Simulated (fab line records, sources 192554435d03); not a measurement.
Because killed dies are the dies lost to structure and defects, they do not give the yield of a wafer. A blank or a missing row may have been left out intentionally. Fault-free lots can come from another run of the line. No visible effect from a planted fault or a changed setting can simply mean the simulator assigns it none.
One fault through the eyes of 2 desks	flow n5-finfet	each desk has only its own numbers; what lay behind them comes last

## METROLOGY DESK
What the gauges read, lot by lot, whatever tool the lot ran on: means of the sampled wafers that have a number. Any lot whose mean is over 4 standard deviations away from the usual mean is out of limits and marked OUT; that distance is given in the brackets. 7 of its 16 readings are shown: the first one out of limits and those lying furthest out on some lot.
Columns: A = IOFF_N_LONG at N5_BEOL_M4_RC_MEAS_101, usual 5.54e-05 nA/um; B = ION_N at N5_BEOL_M4_RC_MEAS_101, usual 675 uA/um; C = ION_P at N5_BEOL_M4_RC_MEAS_101, usual 463 uA/um; D = VT_N at N5_BEOL_M4_RC_MEAS_101, usual 250 mV; E = VT_N_LONG at N5_BEOL_M4_RC_MEAS_101, usual 274.8 mV; F = VT_N_LVT at N5_BEOL_M4_RC_MEAS_101, usual 99 mV; G = VT_P at N5_BEOL_M4_RC_MEAS_101, usual -250 mV
lot	first seen here	A	B	C	D	E	F	G
L502	day 4 19:14	5.57e-05	671	456	251	272.5	99	-254
L503	day 5 01:53	5.15e-05	679	462	253	277.3	100	-251
L505	day 5 10:03	5.79e-05	678	465	249	273.7	97	-252
L506	day 5 15:16	5.44e-05	670	458	251	276.2	101	-250
L513	day 7 11:11	4.69e-05	647	463	258	282.8 (+4.2) OUT	107	-246
L514	day 7 15:21	5.38e-05	666	458	249	276.4	100	-250
L519	day 8 20:10	5.15e-05	656	446	256	277.2	101	-258
L520	day 9 04:48	5.94e-05	689	471	245	273.6	95	-245
L522	day 9 13:35	5.34e-05	675	458	250	274.9	98	-252
L523	day 9 18:40	5.65e-05	672	461	250	275.3	100	-250
This desk finds L513 out of limits, with the earliest case on L513 at day 13 03:26 (VT_N_LONG at N5_BEOL_M4_RC_MEAS_101). Within limits: L502, L503, L505, L506, L514, L519, L520, L522, L523.

## TOOL OWNER'S DESK, ald-metal-02
The tool's own readings at N5_HKMG_FIN_ALD_91 (deposits TiN, target thk 1 nm, pulse time 1 s, purge time 3 s): means of the sampled wafers that have a number, for each lot that ran on this tool. Any lot whose mean is over 4 standard deviations away from the usual mean is out of limits and marked OUT; that distance is given in the brackets.
Columns: A = heater-power-w at N5_HKMG_FIN_ALD_91, usual 879 W; B = precursor-pulse-height-rel at N5_HKMG_FIN_ALD_91, usual 1.001
lot	first seen here	A	B
L505	day 5 11:59	865	1.008
L506	day 5 17:39	925	1.013
L513	day 7 13:08	852	0.992
Result from this desk: across the 3 lots, nothing is out of limits.

## TAKEN TOGETHER
An alarm was possible from the metrology desk at day 13 03:26, on L513.
Nothing out of limits was seen by the tool owner's desk.
On record at the tool owner's desk: L513, within its limits.
N5_HKMG_FIN_ALD_91 was run on ald-metal-02 by each of the lots named.

## WHAT WAS PUT IN BY THE SIMULATOR
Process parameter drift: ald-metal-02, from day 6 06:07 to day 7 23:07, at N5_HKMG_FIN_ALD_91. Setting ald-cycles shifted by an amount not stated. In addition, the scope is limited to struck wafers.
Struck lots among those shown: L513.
Delay in hours, fault start to first out-of-limits reading, per desk: metrology desk 165.
